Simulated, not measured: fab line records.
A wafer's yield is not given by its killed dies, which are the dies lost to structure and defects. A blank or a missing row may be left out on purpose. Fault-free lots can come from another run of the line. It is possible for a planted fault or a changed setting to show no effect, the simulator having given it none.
fab line records	flow n5-finfet
record: lots: 9	wafers: 27	last-day: 16
route steps=1938 shown BEOL_M0_SAQP@700 BEOL_M0@716 BEOL_M4@1111 PASSIVATION@1936
lots with no fault: from the same line, run without faults
start-h: start of the lot's first displayed wafer, in hours after the record's first day	wait-h: how many hours have passed since the lot's step before this one	" repeats the value in the row above	L1.1+2: several wafers, shown together as one row	- either no value or no given start	* or withheld: withheld	< > ~ a bound
route shown NAME@n: names a module that has steps shown in the file, with the first one's number in the route	usual: the fault-free wafers' mean and standard deviation	same: alike in all rows	chamber/n: place in a boat	sites: per-site readings	_std_site: how widely they spread, as a standard deviation	_edge_site: outer sites' mean less inner sites'	radius-mm: how far each site lies from the wafer's centre	mask NAME#n: copy n	behind: the most recent tool/chamber to have shaped the wafer	hold: why the lot went on hold/how many hours it stayed there/how the hold came to an end	device: the transistor (n, p or np) that didn't switch	end of line: tests of these same wafers at the route's end	step lacking rows: just its recipe	killed: dies that structure and defects cost at the first sort, which is not the same as the wafer's yield	map: a wafer's dies, x killed, . not, _ none there
set.NAME: the setting as run; set.NAME@STEP: as run at that earlier step	model.NAME: the simulator's own value behind a step, which no gauge read
a sample of lots followed through the steps of the route, with each step as a table and each wafer as a row
services: a tool's chamber out of use, with start hour (start-h, from the record's first day; less than 0 if before it), hours out, and reason
== steps ==
step: N5_BEOL_M0_SAQP_STRIP_75
recipe: chemistry: CF4	resist: SiARC	power-w: 300	bias-power-w: 75	pressure-mtorr: 50	cf4-flow-sccm: 150	rf-frequency-hz: 6e+07
usual: drypump-motor-current-A: 5.37/0.27	oes-product-au: 0.179/0.023	power-w: 300.1/0.85	rf-fwd-power-W: 294.3/1.6	rf-vpp-V: 271.6/1.3	showerhead-plenum-p-Torr: 1.81/0.045	throttle-valve-pct: 13.57/0.28
lot.wafer	tool	chamber	start-h	wait-h	drypump-motor-current-A	oes-product-au	power-w	rf-fwd-power-W	rf-hours-counter-h	rf-vpp-V	showerhead-plenum-p-Torr	throttle-valve-pct
L179.1	rie-diel-06	0	125.66	0.1	5.08	0.169	299.0	291.3	131	272.5	1.86	13.45
L179.4	"	3	"	"	5.29	0.175	299.3	295.0	-	270.8	1.80	13.73
L179.5	"	0	"	"	5.10	0.171	298.9	293.7	-	272.2	1.86	13.43
L182.2	rie-diel-06	3	149.13	0.1	5.32	0.170	302.0	295.0	156	270.7	1.80	13.75
L182.3	"	2	"	"	5.90	0.174	299.6	292.6	181	270.6	1.80	13.94
L182.6	"	2	"	"	5.91	0.175	300.3	294.8	-	268.3	1.80	13.94
L184.1	rie-diel-06	2	155.00	0.1	5.90	0.175	298.8	293.2	182	269.1	1.80	13.94
L184.3	"	1	"	"	5.46	0.166	300.4	292.7	244	271.8	1.84	13.85
L184.6	"	3	"	"	5.31	0.174	300.6	294.6	-	270.6	1.80	13.75
L185.3	rie-diel-05	3	161.55	0.1	5.30	0.165	300.1	296.9	152	272.0	1.78	13.56
L185.5	"	1	"	"	5.47	0.220	299.9	294.6	-	269.9	1.76	13.06
L185.6	"	3	"	"	5.30	0.164	299.6	296.4	-	270.5	1.78	13.57
L186.1	rie-diel-03	1	165.94	0.1	5.27	0.186	299.7	294.9	54	275.0	1.91	13.52
L186.2	"	3	"	"	5.14	0.165	299.7	294.6	239	272.0	1.84	13.94
L186.6	"	2	"	"	5.21	0.158	302.2	294.1	-	271.3	1.77	13.80
L190.2	rie-diel-03	1	192.72	0.1	5.25	0.183	298.8	296.5	61	272.1	1.90	13.53
L190.3	"	2	"	"	5.24	0.163	299.4	293.8	232	270.8	1.77	13.81
L190.5	"	2	"	"	5.25	0.159	298.6	292.7	-	269.8	1.77	13.81
L191.3	rie-diel-05	2	199.75	0.1	5.68	0.220	299.2	295.2	10	273.1	1.82	13.14
L191.5	"	2	"	"	5.69	0.218	299.4	294.9	-	270.1	1.82	13.13
L191.6	"	1	"	"	5.47	0.207	301.7	293.0	-	269.8	1.75	13.12
L192.1	rie-diel-06	2	200.86	0.1	5.88	0.171	299.4	291.9	199	270.9	1.79	13.97
L192.2	"	0	"	"	5.08	0.166	299.4	293.3	157	272.3	1.85	13.51
L192.3	"	3	"	"	5.32	0.162	299.3	296.1	175	270.5	1.80	13.81
L193.2	rie-diel-03	3	207.31	0.1	5.16	0.154	299.7	294.2	250	273.8	1.84	13.97
L193.3	"	0	"	"	5.92	0.168	301.1	295.3	199	270.0	1.77	13.41
L193.4	"	1	"	"	5.29	0.184	299.0	294.1	66	272.0	1.90	13.53
step: N5_BEOL_M0_HM_OPEN_105
recipe: chemistry: Cl2/BCl3	target-depth-a: 120	target: TiN	ion-energy-ev: 150	pressure-mtorr: 10	icp-w: 1000	bias-w: 126	Cl2_flow_sccm: 53.25	bcl3-flow-sccm: 21.75	Ar_flow_sccm: 25
usual: bcl3-flow-sccm: 21.76/0.061	drypump-motor-current-A: 5.7/0.35	mfc-ar-sccm: 25.00/0.08	oes-product-au: 0.81/0.13	rf-fwd-power-W: 996/3.4	throttle-valve-pct: 21.97/0.25
lot.wafer	tool	chamber	start-h	wait-h	bcl3-flow-sccm	drypump-motor-current-A	mfc-ar-sccm	oes-product-au	rf-fwd-power-W	rf-hours-counter-h	throttle-valve-pct
L179.1	rie-metal-02	1	127.74	1.4	21.81	5.7	25.00	0.67	1002	108	22.02
L179.4	"	0	"	"	21.85	5.0	25.02	0.69	994	-	21.76
L179.5	"	0	"	"	21.87	4.9	24.97	0.69	995	-	21.77
L182.2	rie-metal-01	1	150.31	0.5	21.87	5.7	25.03	0.92	997	12	22.22
L182.3	"	1	"	"	21.72	5.7	24.92	0.92	998	-	22.22
L182.6	"	0	"	"	21.67	6.1	25.01	0.98	990	-	21.64
L184.1	rie-metal-02	0	158.66	2.9	21.66	4.9	24.93	0.69	999	81	21.78
L184.3	"	1	"	"	21.76	5.7	25.01	0.66	994	-	22.04
L184.6	"	0	"	"	21.57	4.9	25.05	0.69	999	-	21.76
L185.3	rie-metal-01	0	162.41	0.1	21.72	6.1	24.98	0.94	986	-	21.66
L185.5	"	1	"	"	21.78	5.7	25.02	0.91	997	-	22.25
L185.6	"	0	"	"	21.76	6.1	24.86	0.95	983	-	21.64
L186.1	rie-metal-01	0	166.80	0.1	21.70	6.1	25.06	0.94	996	7	21.65
L186.2	"	1	"	"	21.82	5.7	25.13	0.89	994	14	22.27
L186.6	"	1	"	"	21.82	5.7	25.16	0.89	999	-	22.24
L190.2	rie-metal-02	0	193.80	0.5	21.76	4.9	25.01	0.68	991	84	21.79
L190.3	"	1	"	"	21.66	5.7	24.89	0.66	995	-	22.02
L190.5	"	0	"	"	21.73	4.9	25.02	0.68	994	-	21.78
L191.3	rie-metal-03	0	200.68	0.2	21.74	6.0	25.11	0.95	995	-	21.80
L191.5	"	1	"	"	21.77	5.6	24.97	0.70	997	-	22.26
L191.6	"	0	"	"	21.73	5.9	25.09	0.97	996	-	21.79
L192.1	rie-metal-03	1	201.70	0.1	21.82	5.5	25.09	0.70	999	76	22.26
L192.2	"	0	"	"	21.73	6.0	25.20	0.97	994	2	21.77
L192.3	"	1	"	"	21.89	5.5	25.06	0.70	994	-	22.25
L193.2	rie-metal-01	1	208.08	0.2	21.89	5.7	25.11	0.87	998	18	22.25
L193.3	"	0	"	"	21.65	6.1	25.04	0.92	997	-	21.70
L193.4	"	1	"	"	21.75	5.7	24.99	0.88	993	-	22.28
step: N5_BEOL_M0_ALD_136
recipe: material: TaN	target-thk-a: *	temp-c: 275	ald-precursor-family: PDMAT	ald-co-reactant: NH3	pressure-torr: 3	carrier-flow-sccm: 1500	pulse-time-s: 2	purge-time-s: 3	co-reactant-purge-time-s: 2	co-reactant-pulse-time-s: 3	ald-cycles: 30	precursor-vessel-temp-c: 75	precursor-vessel-pressure-torr: 26.25	precursor-vessel-carrier-sccm: 1000
usual: ald-cycles: 30/0	heater-power-outer-w: 226/31	heater-power-w: 417/56
lot.wafer	tool	chamber	start-h	wait-h	ald-cycles	heater-power-outer-w	heater-power-w	since-wet-clean-h
L179.1	ald-metal-04	3	129.36	0.0	30	264	490	5946
L179.4	"	1	"	"	30	255	440	5946
L179.5	"	1	"	"	30	249	437	-
L182.2	ald-metal-04	3	151.94	0.0	30	267	493	5969
L182.3	"	0	"	"	30	214	419	5969
L182.6	"	3	"	"	30	268	493	-
L184.1	ald-metal-04	3	159.76	0.2	30	265	492	5977
L184.3	"	0	"	"	30	207	413	5977
L184.6	"	2	"	"	30	267	494	-
L185.3	ald-metal-04	3	164.13	0.0	30	269	497	5981
L185.5	"	1	"	"	30	246	449	-
L185.6	"	0	"	"	30	213	413	-
L186.1	ald-metal-03	1	167.92	0.0	30	190	394	4446
L186.2	"	3	"	"	30	215	402	4446
L186.6	"	2	"	"	30	182	324	-
L190.2	ald-metal-03	2	195.63	0.1	30	183	316	4474
L190.3	"	3	"	"	30	220	394	4474
L190.5	"	2	"	"	30	183	323	-
L191.3	ald-metal-03	2	202.13	0.0	27	185	320	4480
L191.5	"	2	"	"	30	186	319	-
L191.6	"	1	"	"	27	190	388	-
L192.1	ald-metal-04	3	204.33	0.0	30	277	494	6021
L192.2	"	1	"	"	30	247	445	6021
L192.3	"	0	"	"	30	212	422	6021
L193.2	ald-metal-03	3	209.75	0.0	30	218	395	4488
L193.3	"	2	"	"	27	186	313	4488
L193.4	"	1	"	"	30	182	381	4488
step: N5_BEOL_M0_SPUTTER_141
recipe: material: Cu	target-thk-a: 40	temp-c: -20	chamber-pressure-pa: 0.07	power-w: withheld	time-s: 7.37
usual: substrate-temp-c: -20.00/0.12	throttle-valve-pct: 29.3/1.2
lot.wafer	tool	chamber	start-h	wait-h	substrate-temp-c	throttle-valve-pct
L179.1	pvd-sputter-03	-	131.42	0.0	-19.97	30.6
L179.4	"	-	"	"	-19.89	29.8
L179.5	"	-	"	"	-19.98	30.5
L182.2	pvd-sputter-02	-	154.74	0.0	-20.02	27.9
L182.3	"	-	"	"	-20.00	30.5
L182.6	"	-	"	"	-19.80	29.9
L184.1	pvd-sputter-01	-	162.22	0.0	-19.93	27.4
L184.3	"	-	"	"	-20.03	29.9
L184.6	"	-	"	"	-20.00	30.4
L185.3	pvd-sputter-01	-	165.56	0.0	-20.03	30.4
L185.5	"	-	"	"	-19.94	30.4
L185.6	"	-	"	"	-19.96	29.4
L186.1	pvd-sputter-01	-	168.83	0.0	-19.98	30.0
L186.2	"	-	"	"	-20.02	30.5
L186.6	"	-	"	"	-19.92	29.4
L190.2	pvd-sputter-02	-	197.87	0.0	-20.04	30.8
L190.3	"	-	"	"	-19.94	29.8
L190.5	"	-	"	"	-20.11	29.7
L191.3	pvd-sputter-03	-	203.13	0.0	-20.05	29.3
L191.5	"	-	"	"	-20.00	29.1
L191.6	"	-	"	"	-20.12	30.1
L192.1	pvd-sputter-01	-	205.68	0.0	-19.89	27.3
L192.2	"	-	"	"	-19.89	29.4
L192.3	"	-	"	"	-20.05	30.6
L193.2	pvd-sputter-01	-	210.68	0.0	-20.12	27.3
L193.3	"	-	"	"	-19.98	30.3
L193.4	"	-	"	"	-20.15	29.7
step: N5_BEOL_M4_RC_MEAS_101
usual: DIBL_N: 36.4/1.7	DIBL_P: 36.4/2.1	IOFF_N: 0.16/0.035	IOFF_P: 0.21/0.035	ION_N: 680/11	ION_P: 465/6.8	SS_N: 71.5/0.58	SS_P: 73.2/0.72	VT_N: 249/3.6	VT_P: -250/3.1
lot.wafer	tool	chamber	start-h	wait-h	DIBL_N[mV/V]	DIBL_P[mV/V]	IOFF_N[nA/um]	IOFF_P[nA/um]	ION_N[uA/um]	ION_P[uA/um]	SS_N[mV/dec]	SS_P[mV/dec]	VT_N[mV]	VT_P[mV]
L179.1	prober-01	0	181.62	0.0	36.0	37.7	0.17	0.24	685	469	71.2	73.6	248	-250
L179.4	"	0	"	"	35.2	36.5	0.16	0.22	686	471	71.3	73.5	249	-250
L179.5	"	0	"	"	37.9	39.5	0.22	0.28	693	476	72.1	74.4	247	-246
L182.2	prober-02	0	209.50	0.2	37.9	39.1	0.19	0.23	686	461	72.5	74.7	247	-251
L182.3	"	0	"	"	35.0	34.9	0.13	0.17	666	458	70.4	73.3	255	-254
L182.6	"	0	"	"	37.2	37.8	0.16	0.21	669	459	71.7	73.2	251	-252
L185.3	prober-02	0	215.20	0.9	34.2	34.4	0.13	0.18	689	466	70.7	72.2	251	-254
L185.5	"	0	"	"	34.8	34.9	0.14	0.18	675	465	72.1	72.0	251	-253
L185.6	"	0	"	"	37.7	37.7	0.18	0.22	695	468	71.9	72.7	248	-252
L184.1	prober-02	0	216.23	0.0	36.7	38.2	0.19	0.24	682	472	72.0	74.0	244	-249
L184.3	"	0	"	"	32.4	33.1	0.12	0.16	671	461	71.7	72.1	254	-253
L184.6	"	0	"	"	36.7	37.7	0.19	0.23	682	465	71.5	73.9	246	-250
L186.1	prober-02	0	218.23	0.0	36.5	36.4	0.14	0.19	686	472	72.0	73.6	251	-252
L186.2	"	0	"	"	38.0	39.3	0.19	0.24	693	474	71.2	73.5	249	-249
L186.6	"	0	"	"	40.3	42.2	0.24	0.30	701	475	72.4	74.3	244	-245
L190.2	prober-02	0	252.17	0.2	38.0	36.6	0.19	0.25	695	473	72.4	73.9	243	-244
L190.3	"	0	"	"	34.5	33.9	0.13	0.21	676	473	70.4	72.5	250	-250
L190.5	"	0	"	"	38.1	37.7	0.20	0.28	695	474	72.4	74.1	244	-244
L191.3	prober-01	0	256.67	0.3	34.4	34.9	0.12	0.16	665	453	69.9	72.7	255	-258
L191.5	"	0	"	"	36.8	37.8	0.15	0.20	668	456	71.1	73.4	254	-252
L191.6	"	0	"	"	37.4	38.2	0.16	0.20	682	465	71.3	73.6	253	-254
L192.1	prober-02	0	260.74	0.0	34.3	33.7	0.13	0.17	657	460	71.6	72.2	254	-251
L192.2	"	0	"	"	32.1	33.2	0.11	0.17	669	466	70.7	72.4	252	-253
L192.3	"	0	"	"	35.0	36.9	0.15	0.20	663	458	71.1	73.0	249	-249
L193.2	prober-01	0	268.61	0.2	34.6	35.4	0.13	0.18	671	468	69.9	72.8	252	-253
L193.3	"	0	"	"	35.9	36.7	0.16	0.20	684	471	71.1	73.8	251	-252
L193.4	"	0	"	"	36.6	36.7	0.17	0.19	684	466	71.0	73.2	253	-252
step: N5_PASSIVATION_PROBE_49
usual: defect-limited-yield: 91.3/1.4	killed_at_M0_to_M3: 36/11	killed_at_M4_up: 13/5.2	killed-at-contacts: 13/6.5	killed-at-front-end: 37/11	killed-at-other: 3.6/2.9	killed-dies: 103/17	killed-open: 68/12	killed-short: 33/7.3	sort_bin_4_leakage: 0.01/0.039	sort_bin_5_function: 5.2/0.91	sort_bin_6_memory: 3.2/0.67	sort-n-pass: 1077/17	sort-yield-pct: 91.3/1.4
same: gross-dies: 1180	killed-at-back-side: 0	sort_bin_8_speed[%]: 0
lot.wafer	tool	chamber	start-h	wait-h	defect-limited-yield[%]	killed_at_M0_to_M3	killed_at_M4_up	killed-at-contacts	killed-at-front-end	killed-at-other	killed-dies	killed-open	killed-short	sort_bin_4_leakage[%]	sort_bin_5_function[%]	sort_bin_6_memory[%]	sort-n-pass	sort-yield-pct[%]
L184.1	prober-01	-	323.32	0.0	93.7	27	11	10	20	6	74	50	24	0	3.6	2.5	1106	93.7
L184.3	prober-01	-	323.42	0.1	90.1	33	17	14	50	3	117	83	33	0	6.1	3.6	1063	90.1
L184.6	prober-01	-	323.57	0.3	92.1	20	11	16	46	0	93	55	37	0	5.0	2.5	1087	92.1
L190.2	prober-01	-	368.00	0.1	91.9	34	11	6	42	2	95	59	34	0	5.4	2.3	1085	91.9
L190.3	prober-01	-	368.05	0.1	89.9	55	15	9	36	4	119	76	35	0	5.8	4.1	1061	89.9
L190.5	prober-01	-	368.15	0.2	92.3	25	17	4	41	4	91	48	41	0	4.7	2.7	1089	92.3
killed by level:class
L184.1 FIN_SAQP:geometric-particle:open=8 BEOL_M0_SAQP:geometric-particle:short=8 MOL_CONTACT_COAG:geometric-particle:open=6 BEOL_M3:geometric-particle:open=6 BEOL_M0_SAQP:geometric-particle:open=5 MOL_CONTACT_COAG:geometric-particle:short=4 BEOL_M2:geometric-particle:open=4 FIN_SAQP:geometric-particle:short=3
L184.3 FIN_SAQP:geometric-particle:open=23 MOL_CONTACT_COAG:geometric-particle:open=13 BEOL_M3:geometric-particle:open=11 BEOL_M2:geometric-particle:open=8 BEOL_M0_SAQP:geometric-particle:short=7 DUMMY_GATE:geometric-particle:open=5 FIN_SAQP:geometric-particle:short=5 BEOL_M4:geometric-particle:short=5
L184.6 FIN_SAQP:geometric-particle:open=18 MOL_CONTACT_COAG:geometric-particle:open=13 FIN_SAQP:geometric-particle:short=9 BEOL_M0_SAQP:geometric-particle:short=6 BEOL_M4:geometric-particle:open=4 STARTING-WAFER:geometric-particle:short=4 FIN_CUT:geometric-particle:short=3 BEOL_M3:geometric-particle:open=3
L190.2 FIN_SAQP:geometric-particle:open=9 FIN_SAQP:geometric-particle:short=9 BEOL_M1:geometric-particle:open=8 STI_FIN_REVEAL:geometric-particle:open=7 BEOL_M3:geometric-particle:open=6 MOL_CONTACT_COAG:geometric-particle:open=5 BEOL_M0_SAQP:geometric-particle:short=5 BEOL_M0_SAQP:geometric-particle:open=4
L190.3 BEOL_M1:geometric-particle:open=18 FIN_SAQP:geometric-particle:open=12 MOL_CONTACT_COAG:geometric-particle:open=8 BEOL_M1:geometric-particle:short=8 STI_FIN_REVEAL:geometric-particle:open=7 BEOL_M3:geometric-particle:open=7 BEOL_M0_SAQP:geometric-particle:short=5 FIN_SAQP:geometric-particle:short=4
L190.5 FIN_SAQP:geometric-particle:short=11 FIN_SAQP:geometric-particle:open=9 BEOL_M0_SAQP:geometric-particle:open=7 BEOL_M1:geometric-particle:open=6 BEOL_M0_SAQP:geometric-particle:short=5 STARTING-WAFER:geometric-particle:short=5 STI_FIN_REVEAL:geometric-particle:open=3 GATE_CUT:geometric-particle:short=3
== services ==
tool	chamber	start-h	hours	kind
ald-metal-04	-	101.88	8.7	pm
rie-metal-01	-	105.87	0.5	repair
rie-metal-01	-	107.48	4.3	pm
rie-diel-06	2	118.80	26.8	repair
pvd-sputter-03	-	122.25	3.7	repair
ald-metal-03	-	131.28	14.6	pm
pvd-sputter-03	-	152.34	6.3	repair
rie-diel-05	2	156.15	-	clean
rie-diel-05	2	156.15	-	consumable-replace:focus-ring
rie-metal-03	0	159.23	2.2	repair
pvd-sputter-03	-	160.23	10.0	repair
rie-metal-03	0	161.45	-	clean
rie-metal-03	0	161.45	16.3	scheduled-down
rie-metal-03	0	161.45	16.3	vent-cycle
rie-diel-06	0	169.70	4.3	repair
rie-diel-06	1	173.98	-	clean
rie-diel-06	1	173.98	-	consumable-replace:focus-ring
rie-diel-06	1	173.98	20.7	scheduled-down
rie-diel-06	1	173.98	20.7	vent-cycle
rie-diel-05	0	183.06	-	clean
rie-diel-05	0	183.06	-	consumable-replace:focus-ring
rie-diel-05	-	184.13	1.2	repair
rie-metal-03	0	202.61	15.0	repair
rie-diel-03	3	207.89	9.7	repair
== key ==
first-sign: step: N5_BEOL_M0_ALD_136	reading: ald-cycles	direction: down	sigmas: 99+	usual: *	struck: *
effect none on later readings
met-at N5_BEOL_M0_ALD_136
struck-lots L191,L193
struck-wafers L191.3,L191.6,L193.3
not-acting-at N5_BEOL_M0_SAQP_STRIP_75,N5_BEOL_M0_HM_OPEN_105,N5_BEOL_M0_SPUTTER_141
onset-between 195.63 202.13
fault: kind: process-parameter-drift	tool: ald-metal-03	chamber: -	onset-h: 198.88	steps: N5_BEOL_M0_ALD_136	channel: ald-cycles	offset: *	shape: step	end-h: 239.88	scope: struck-wafers-only	acts-in: *	stated: *
